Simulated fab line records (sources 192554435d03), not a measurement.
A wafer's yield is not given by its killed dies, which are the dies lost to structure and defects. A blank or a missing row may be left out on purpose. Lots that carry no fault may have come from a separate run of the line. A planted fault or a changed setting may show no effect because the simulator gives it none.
fab line records	flow n5-finfet
record lots=6	wafers=18	last-day=18
route steps=1938 shown BEOL_M10@1497 PASSIVATION@1936
lots that met no fault: taken from a fault-free run of the same line
start-h: start of the lot's first displayed wafer, in hours after the record's first day	wait-h: time in hours since the lot's previous step	" identical to the entry in the row above	L1.1+2: a row that stands for several wafers	- value missing, or start not given	* or withheld: withheld	< > ~ a bound
route shown NAME@n: names a module that has steps shown in the file, with the first one's number in the route	usual: mean/standard deviation of fault-free wafers	same: alike in all rows	chamber/n: place in a boat	sites: per-site readings	_std_site: standard deviation of those values	_edge_site: mean of outer sites minus mean of inner sites	radius-mm: for every site, how far away it sits from the centre of the wafer	mask NAME#n: copy n	behind: the last tool/chamber to shape the wafer	hold: why the lot went on hold/how many hours it stayed there/how the hold came to an end	device: names the non-switching transistor (n, p or np)	end of line: the same wafers' tests at the end of the route	a step without rows: its recipe alone	killed: count of dies lost to structure and defects at first sort (not the wafer's yield)	map: the dies of a wafer, with x for killed, . for not killed, _ for no die there
set.NAME: the setting the step ran with; set.NAME@STEP: the setting that earlier step ran with	model.NAME: the simulator's own value behind a step, which no gauge read
a table for each step, a row for each wafer; lots at some steps of the route
services: when a tool's chamber went out of use (start-h, in hours from the record's first day, below 0 if earlier), for how many hours, and the reason
## steps
# step N5_BEOL_M10_EBR_24
# recipe solvent=PGMEA	ebr-width-mm=1.5
# step N5_BEOL_M10_SOFTBAKE_23
# recipe temp-c=110	time-s=60	resist=CAR-ArF
# step N5_BEOL_M10_EXPOSE_25
# recipe mask-id=V9	na=1.35	source-shape=annular	sigma-inner=0.5	sigma-outer=0.8	polarization=unpolarized	dose-mj=85.5
# step N5_BEOL_M10_PEB_26
# recipe peb-temp-c=withheld	peb-time-s=60	resist=CAR-ArF
# step N5_BEOL_M10_DEVELOP_27
# recipe develop-time-s=30	developer=TMAH	resist=CAR-ArF	rinse-liquid=diw	dry=air-spin	dev-temp-c=23
# step N5_BEOL_M10_CD_MEAS_28
# recipe target-cd-nm=70	landing-energy-ev=500	detector=se-inlens	polarity=opening
# usual cd-nm=69.9/1
lot.wafer	tool	chamber	start-h	wait-h	cd-nm
L414.1	cd-sem-01	0	232.37	-	70.3
L414.2	"	0	"	"	70.0
L414.5	"	0	"	"	70.5
L419.1	cd-sem-03	0	270.24	-	69.2
L419.3	"	0	"	"	70.1
L419.5	"	0	"	"	69.8
L424.2	cd-sem-03	0	315.74	-	68.0
L424.4	"	0	"	"	68.5
L424.6	"	0	"	"	69.2
L422.1	cd-sem-03	0	318.69	-	69.7
L422.2	"	0	"	"	69.9
L422.4	"	0	"	"	70.5
L432.2	cd-sem-02	0	350.73	-	70.9
L432.3	"	0	"	"	70.1
L432.5	"	0	"	"	69.3
L431.1	cd-sem-01	0	367.46	-	68.4
L431.3	"	0	"	"	69.8
L431.4	"	0	"	"	68.4
# step N5_BEOL_M10_OVL_MEAS_29
# recipe points-per-wafer=44
# usual V9_OVL=0.5/0.7
lot.wafer	tool	chamber	start-h	wait-h	V9_OVL[nm]
L414.1	overlay-01	0	232.40	0.0	-0.1
L414.2	"	0	"	"	1.8
L414.5	"	0	"	"	0.3
L419.1	overlay-02	0	270.27	0.0	-0.4
L419.3	"	0	"	"	0.9
L419.5	"	0	"	"	0.6
L424.2	overlay-01	0	315.77	0.0	1.2
L424.4	"	0	"	"	1.5
L424.6	"	0	"	"	1.4
L422.1	overlay-01	0	318.72	0.0	1.7
L422.2	"	0	"	"	0.2
L422.4	"	0	"	"	0.1
L432.2	overlay-02	0	350.76	0.0	0.4
L432.3	"	0	"	"	1.4
L432.5	"	0	"	"	0.8
L431.1	overlay-02	0	367.49	0.0	1.3
L431.3	"	0	"	"	0.1
L431.4	"	0	"	"	0.9
# step N5_BEOL_M10_INSPECT_30
# recipe mode=adi	inspect-instrument=brightfield
# usual raw-defect-count=401/94
lot.wafer	tool	chamber	start-h	wait-h	raw-defect-count
L414.1	defect-inspect-01	-	232.42	0.0	728
L414.2	"	-	"	"	513
L414.5	"	-	"	"	598
L419.1	defect-inspect-02	-	270.29	0.0	401
L419.3	"	-	"	"	275
L419.5	"	-	"	"	316
L424.2	defect-inspect-02	-	315.80	0.0	340
L424.4	"	-	"	"	410
L424.6	"	-	"	"	467
L422.1	defect-inspect-02	-	318.75	0.0	497
L422.2	"	-	"	"	500
L422.4	"	-	"	"	401
L432.2	defect-inspect-02	-	350.78	0.0	375
L432.3	"	-	"	"	356
L432.5	"	-	"	"	315
L431.1	defect-inspect-01	-	367.51	0.0	425
L431.3	"	-	"	"	366
L431.4	"	-	"	"	376
# step N5_BEOL_M10_DESCUM_33
# recipe chemistry=O2	time-s=7.9	source-power-w=50	bias-power-w=20	pressure-mtorr=20	rf-frequency-hz=2.712e+07	temp-c=40	resist=CAR-ArF	o2-flow-sccm=225
# usual drypump-motor-current-A=6.0/0.54	oes-product-au=0.77/0.082	rf-fwd-power-W=49.40/0.24	rf-vpp-V=243.0/1.2	showerhead-plenum-p-Torr=2.09/0.056	throttle-valve-pct=20.41/0.24
lot.wafer	tool	chamber	start-h	wait-h	drypump-motor-current-A	oes-product-au	rf-fwd-power-W	rf-hours-counter-h	rf-vpp-V	showerhead-plenum-p-Torr	throttle-valve-pct
L414.1	rie-diel-02	3	232.46	0.0	5.7	0.70	49.53	222	242.0	2.09	20.77
L414.2	"	1	"	"	6.7	0.81	49.65	97	245.5	2.19	20.08
L414.5	"	1	"	"	6.7	0.81	49.45	-	244.9	2.19	20.06
L419.1	rie-diel-02	2	270.49	0.2	6.1	0.74	49.41	143	243.9	2.09	20.43
L419.3	"	3	"	"	5.7	0.69	49.32	236	242.8	2.08	20.81
L419.5	"	0	"	"	5.7	0.75	49.38	-	243.4	2.08	20.52
L424.2	rie-diel-02	2	315.83	0.0	6.1	0.74	49.27	158	242.2	2.08	20.44
L424.4	"	0	"	"	5.7	0.75	49.63	-	244.8	2.08	20.57
L424.6	"	2	"	"	6.1	0.73	49.26	-	241.8	2.08	20.45
L422.1	rie-diel-02	1	318.78	0.0	6.7	0.78	49.53	128	244.6	2.18	20.12
L422.2	"	0	"	"	5.7	0.74	49.48	191	243.9	2.08	20.57
L422.4	"	2	"	"	6.1	0.74	49.15	-	243.0	2.08	20.45
L432.2	rie-diel-05	0	350.82	0.0	6.4	0.77	49.65	154	243.4	2.07	20.37
L432.3	"	3	"	"	5.5	0.79	49.26	105	243.0	2.02	20.40
L432.5	"	1	"	"	6.7	0.72	49.71	-	243.6	2.09	20.15
L431.1	rie-diel-05	3	367.55	0.0	5.4	0.78	49.18	111	241.2	2.02	20.42
L431.3	"	2	"	"	6.2	0.97	49.03	3	242.7	2.06	20.44
L431.4	"	1	"	"	6.7	0.71	49.59	179	242.7	2.09	20.17
# step N5_BEOL_M10_ETCH_65
# recipe chemistry=CF4	target=SiARC	target-depth-a=390	mask-material=CAR-ArF	time-s=65	ion-energy-ev=80	pressure-mtorr=40	source-w=545	bias-w=36	Ar_flow_sccm=100	cf4-flow-sccm=100	ends=cleared
# usual drypump-motor-current-A=6.0/0.54	etch-rf-on-time-s=65.5/1.8	oes-product-au=0.66/0.069	rf-fwd-power-W=538.6/2.7	rf-vpp-V=183.9/1.1	showerhead-plenum-p-Torr=2.14/0.06	throttle-valve-pct=15.62/0.22
lot.wafer	tool	chamber	start-h	wait-h	drypump-motor-current-A	etch-rf-on-time-s	oes-product-au	rf-fwd-power-W	rf-hours-counter-h	rf-vpp-V	showerhead-plenum-p-Torr	throttle-valve-pct
L414.1	rie-diel-02	3	232.49	0.0	5.7	64.3	0.60	541.8	222	183.8	2.13	15.87
L414.2	"	1	"	"	6.7	64.1	0.69	538.3	97	186.0	2.25	15.39
L414.5	"	1	"	"	6.7	64.0	0.69	539.9	-	187.0	2.25	15.39
L419.1	rie-diel-02	2	270.52	0.0	6.1	67.8	0.64	541.3	143	183.0	2.14	15.64
L419.3	"	3	"	"	5.7	64.5	0.60	538.8	236	185.3	2.12	15.89
L419.5	"	0	"	"	5.7	65.7	0.64	540.9	-	183.5	2.13	15.73
L424.2	rie-diel-02	2	315.86	0.0	6.1	66.8	0.62	538.0	158	184.9	2.14	15.66
L424.4	"	0	"	"	5.7	65.6	0.63	540.5	-	183.8	2.12	15.76
L424.6	"	2	"	"	6.1	67.1	0.62	538.9	-	184.4	2.14	15.69
L422.1	rie-diel-02	1	318.82	0.0	6.7	65.3	0.65	535.2	128	185.2	2.24	15.46
L422.2	"	0	"	"	5.7	65.9	0.63	540.9	191	182.5	2.12	15.74
L422.4	"	2	"	"	6.1	67.6	0.61	533.3	-	182.6	2.14	15.69
L432.2	rie-diel-05	0	350.85	0.0	6.4	62.4	0.67	543.2	155	183.7	2.15	15.73
L432.3	"	3	"	"	5.4	67.1	0.66	538.1	105	184.5	2.07	15.50
L432.5	"	1	"	"	6.7	67.1	0.61	538.3	-	183.9	2.14	15.39
L431.1	rie-diel-05	3	367.58	0.0	5.5	66.9	0.66	536.8	111	183.6	2.07	15.52
L431.3	"	2	"	"	6.3	63.3	0.82	532.0	3	183.9	2.12	15.57
L431.4	"	1	"	"	6.7	68.5	0.60	540.3	179	183.7	2.13	15.38
# step N5_BEOL_M10_ETCH_66
# recipe chemistry=N2/H2	target=SOC	target-depth-a=1200	overetch-a=240	mask-material=SiARC	temp-c=40	time-s=180	ion-energy-ev=200	pressure-mtorr=30	source-w=840	bias-w=150	n2-flow-sccm=200	h2-flow-sccm=200
# usual drypump-motor-current-A=6.0/0.54	oes-product-au=0.63/0.061	rf-fwd-power-W=837.1/2.6	rf-vpp-V=523.7/2.2	showerhead-plenum-p-Torr=2.53/0.072	throttle-valve-pct=17.79/0.27
lot.wafer	tool	chamber	start-h	wait-h	drypump-motor-current-A	oes-product-au	rf-fwd-power-W	rf-hours-counter-h	rf-vpp-V	showerhead-plenum-p-Torr	throttle-valve-pct
L414.1	rie-diel-02	3	232.54	0.0	5.7	0.58	839.2	222	524.2	2.49	17.90
L414.2	"	1	"	"	6.7	0.64	835.5	97	528.3	2.66	17.37
L414.5	"	1	"	"	6.7	0.65	834.2	-	528.8	2.66	17.37
L419.1	rie-diel-02	2	270.57	0.0	6.1	0.61	840.2	143	523.5	2.55	17.88
L419.3	"	3	"	"	5.7	0.56	839.2	236	522.0	2.49	17.93
L419.5	"	0	"	"	5.7	0.61	834.4	-	524.6	2.52	17.82
L424.2	rie-diel-02	2	315.91	0.0	6.1	0.60	837.4	158	523.8	2.55	17.94
L424.4	"	0	"	"	5.7	0.60	836.9	-	523.4	2.51	17.81
L424.6	"	2	"	"	6.1	0.60	836.7	-	523.8	2.55	17.91
L422.1	rie-diel-02	1	318.87	0.0	6.7	0.63	839.0	128	526.2	2.65	17.42
L422.2	"	0	"	"	5.7	0.60	835.7	192	524.5	2.51	17.81
L422.4	"	2	"	"	6.1	0.60	834.7	-	524.3	2.55	17.93
L432.2	rie-diel-05	0	350.90	0.0	6.5	0.62	838.8	155	524.2	2.54	17.85
L432.3	"	3	"	"	5.4	0.63	833.4	105	522.1	2.46	17.81
L432.5	"	1	"	"	6.7	0.59	837.0	-	522.8	2.53	17.53
L431.1	rie-diel-05	3	367.63	0.0	5.4	0.64	841.4	111	522.1	2.46	17.80
L431.3	"	2	"	"	6.3	0.77	829.0	3	522.4	2.51	17.96
L431.4	"	1	"	"	6.7	0.59	835.5	179	523.3	2.53	17.52
# step N5_BEOL_M10_STRIP_69
# recipe chemistry=N2/H2	temp-c=40	n2-flow-sccm=200	h2-flow-sccm=200	rf-frequency-hz=6e+07
# step N5_BEOL_M10_VIA_ETCH_34
# recipe chemistry=C4F6/O2	target=SiCOH_lowk	target-depth-a=1845	mask-material=SOC	taper-deg=4	time-s=69.2	ion-energy-ev=250	pressure-mtorr=30	source-w=345	bias-w=185	Ar_flow_sccm=300	C4F6_flow_sccm=10	O2_flow_sccm=10
# usual O2_flow_sccm=9.999/0.028	drypump-motor-current-A=6.0/0.54	oes_f_703_au=0.76/0.075	oes_o_777_au=0.76/0.075	oes-product-au=0.77/0.081	rf-fwd-power-W=342.2/1.2	rf-vpp-V=672/11	showerhead-plenum-p-Torr=2.85/0.079	throttle-valve-pct=20.95/0.23
lot.wafer	tool	chamber	start-h	wait-h	O2_flow_sccm	drypump-motor-current-A	oes_f_703_au	oes_o_777_au	oes-product-au	rf-fwd-power-W	rf-hours-counter-h	rf-vpp-V	showerhead-plenum-p-Torr	throttle-valve-pct	model.etch.depth-nm	model.SOC_of_BEOL_M10_COAT_63.thk-nm
L414.1	rie-diel-02	3	232.67	0.0	9.977	5.7	0.74	0.74	0.70	342.4	222	661	2.84	21.21	182.8	91.8
L414.2	"	1	"	"	10.020	6.7	0.79	0.79	0.80	340.1	97	655	3.00	20.70	184.4	91.6
L414.5	"	1	"	"	9.994	6.7	0.80	0.78	0.79	342.2	-	653	3.00	20.70	184.4	91.6
L419.1	rie-diel-02	2	270.69	0.0	9.938	6.1	0.72	0.72	0.74	339.5	143	673	2.84	20.91	181.8	92.4
L419.3	"	3	"	"	10.034	5.7	0.73	0.73	0.70	341.8	236	660	2.83	21.23	183.6	92
L419.5	"	0	"	"	9.996	5.7	0.74	0.76	0.76	342.7	-	689	2.83	21.03	186	91.8
L424.2	rie-diel-02	2	316.04	0.0	10.026	6.1	0.50	0.53	0.69	259.0	159	775	2.84	20.91	162.5	92.6
L424.4	"	0	"	"	10.008	5.7	0.54	0.57	0.70	258.1	-	794	2.83	21.02	166.1	92
L424.6	"	2	"	"	10.008	6.1	0.51	0.53	0.69	258.7	-	776	2.84	20.90	162.2	92.6
L422.1	rie-diel-02	1	318.99	0.0	10.025	6.7	0.54	0.57	0.72	258.1	128	754	2.99	20.73	164.5	93
L422.2	"	0	"	"	9.989	5.7	0.54	0.57	0.70	259.7	192	793	2.83	21.02	164.6	92.2
L422.4	"	2	"	"	9.975	6.1	0.51	0.53	0.69	259.3	-	776	2.84	20.93	162.4	92.6
L432.2	rie-diel-05	0	351.03	0.0	10.034	6.4	0.78	0.77	0.77	344.2	155	678	2.86	21.08	190	91.8
L432.3	"	3	"	"	10.032	5.5	0.76	0.78	0.77	342.6	105	676	2.77	20.91	178.8	92
L432.5	"	1	"	"	10.008	6.6	0.72	0.73	0.71	342.9	-	678	2.86	20.71	177.1	92
L431.1	rie-diel-05	3	367.75	0.0	10.004	5.5	0.76	0.77	0.78	342.2	111	675	2.76	20.94	180.1	92.4
L431.3	"	2	"	"	9.987	6.3	0.94	0.95	0.96	340.4	3	662	2.82	21.06	188.2	91.8
L431.4	"	1	"	"	9.969	6.7	0.71	0.72	0.70	341.7	179	677	2.86	20.73	176.7	92.8
# step N5_BEOL_M10_STRIP_73
# recipe chemistry=C4F6/O2	resist=SiARC	rf-frequency-hz=6e+07
# step N5_PASSIVATION_PROBE_49
# usual defect-limited-yield=91.4/1.5	killed_at_M0_to_M3=33/11	killed_at_M4_up=14/5.3	killed-at-contacts=13/6.2	killed-at-front-end=39/13	killed-at-other=3.1/2.8	killed-dies=102/17	killed-open=68/13	killed-short=32/7.8	sort_bin_5_function=5.1/0.95	sort_bin_6_memory=3.2/0.7	sort-n-pass=1078/18	sort-yield-pct=91.3/1.5
# same gross-dies=1180	killed-at-back-side=0	sort_bin_4_leakage[%]=0	sort_bin_8_speed[%]=0
lot.wafer	tool	chamber	start-h	wait-h	defect-limited-yield[%]	killed_at_M0_to_M3	killed_at_M4_up	killed-at-contacts	killed-at-front-end	killed-at-other	killed-dies	killed-open	killed-short	sort_bin_5_function[%]	sort_bin_6_memory[%]	sort-n-pass	sort-yield-pct[%]
L424.2	prober-01	-	371.75	0.1	90.8	38	23	9	33	5	108	72	34	5.8	3.0	1072	90.8
# killed by level:class
L424.2 FIN_SAQP:geometric-particle:open=12 BEOL_M4:geometric-particle:open=11 BEOL_M1:geometric-particle:open=10 BEOL_M0_SAQP:geometric-particle:short=8 MOL_CONTACT_COAG:geometric-particle:open=7 BEOL_M0_SAQP:geometric-particle:open=6 BEOL_M2:geometric-particle:open=6 DUMMY_GATE:geometric-particle:open=4
## services
tool	chamber	start-h	hours	kind
rie-diel-02	-	212.23	1.0	repair
rie-diel-05	3	229.94	6.9	repair
rie-diel-05	2	235.44	7.4	repair
rie-diel-05	-	260.09	1.4	repair
rie-diel-02	0	294.09	10.7	repair
rie-diel-02	3	315.16	-	clean
rie-diel-02	3	315.16	-	consumable-replace:focus-ring
rie-diel-02	3	315.16	17.9	scheduled-down
rie-diel-02	3	315.16	17.9	vent-cycle
rie-diel-05	2	344.72	-	clean
rie-diel-05	2	344.72	-	consumable-replace:focus-ring
rie-diel-05	2	344.72	15.0	scheduled-down
rie-diel-05	2	344.72	15.0	vent-cycle
## key
first-sign step=N5_BEOL_M10_VIA_ETCH_34	reading=rf-fwd-power-W	direction=down	sigmas=68	usual=*	struck=*
effect step=N5_BEOL_M10_VIA_ETCH_34	reading=rf-vpp-V	direction=up	sigmas=9.5	usual=672	struck=778
model-effect step=N5_BEOL_M10_VIA_ETCH_34	value=etch.depth-nm	without=182	struck=163.7
met-at N5_BEOL_M10_VIA_ETCH_34
struck-wafers L422.1,L422.2,L422.4,L424.2,L424.4,L424.6
onset-between 270.69 316.04
fault kind=process-parameter-drift	tool=rie-diel-02	chamber=-	onset-h=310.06	steps=N5_BEOL_M10_VIA_ETCH_34	channel=source-w	offset=-82.8	shape=step	end-h=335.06	acts-in=these-recipes-only	stated=345
